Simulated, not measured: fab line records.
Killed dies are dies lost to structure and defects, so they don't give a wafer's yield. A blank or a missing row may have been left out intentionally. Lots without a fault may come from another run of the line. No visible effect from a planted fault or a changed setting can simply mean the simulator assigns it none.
Matching of chambers + flow n5_finfet + ald_sin-02 running N5_STI_FIN_REVEAL_ALD_14: 4 sister chambers
The step deposits Si3N4, target thk 3 nm. 4 wafers are shown with their chamber, then 7 later ones without.

## WAFERS PAIRED WITH THEIR CHAMBERS
| wafer  | chamber | heater_power_outer_w (W) |
|--------|---------|--------------------------|
| L077.3 | 1       | 520                      |
| L085.5 | 0       | 650                      |
| L086.1 | 2       | 530                      |
| L086.2 | 3       | 532                      |

## WAFERS WITHOUT THEIR CHAMBER
| wafer  | heater_power_outer_w (W) |
|--------|--------------------------|
| L086.4 | 513                      |
| L094.1 | 516                      |
| L094.4 | 650                      |
| L094.5 | 539                      |
| L096.3 | 654                      |
| L096.5 | 530                      |
| L096.6 | 527                      |

## WHICH CHAMBER EACH ONE RAN IN
| wafer  | from the rows above          | in truth |
|--------|------------------------------|----------|
| L086.4 | 1                            | 1        |
| L094.1 | 1                            | 1        |
| L094.4 | 0                            | 0        |
| L094.5 | can't be placed: 3 or 2      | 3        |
| L096.3 | 0                            | 0        |
| L096.5 | can't be placed: 2 or 3      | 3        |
| L096.6 | can't be placed: 2 or 3 or 1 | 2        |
Correctly placed: 4 of 7. Unplaceable from these rows: 3, with the true chamber sitting among the candidates in 3. Number placed wrongly: 0.
How it was worked out, from the rows above alone: a wafer's distance from a chamber is the root of the sum, over the readings, of the square of ((its reading less the chamber's mean) divided by the reading's scatter). If the next closest chamber is less than 2 further off than the closest, the wafer can't be placed; otherwise it belongs to the closest. A chamber's mean is the mean of its shown wafers. The scatter (one wafer shown for each chamber): square how far every hidden wafer sits from the nearest shown wafer, average those squares and take the square root.
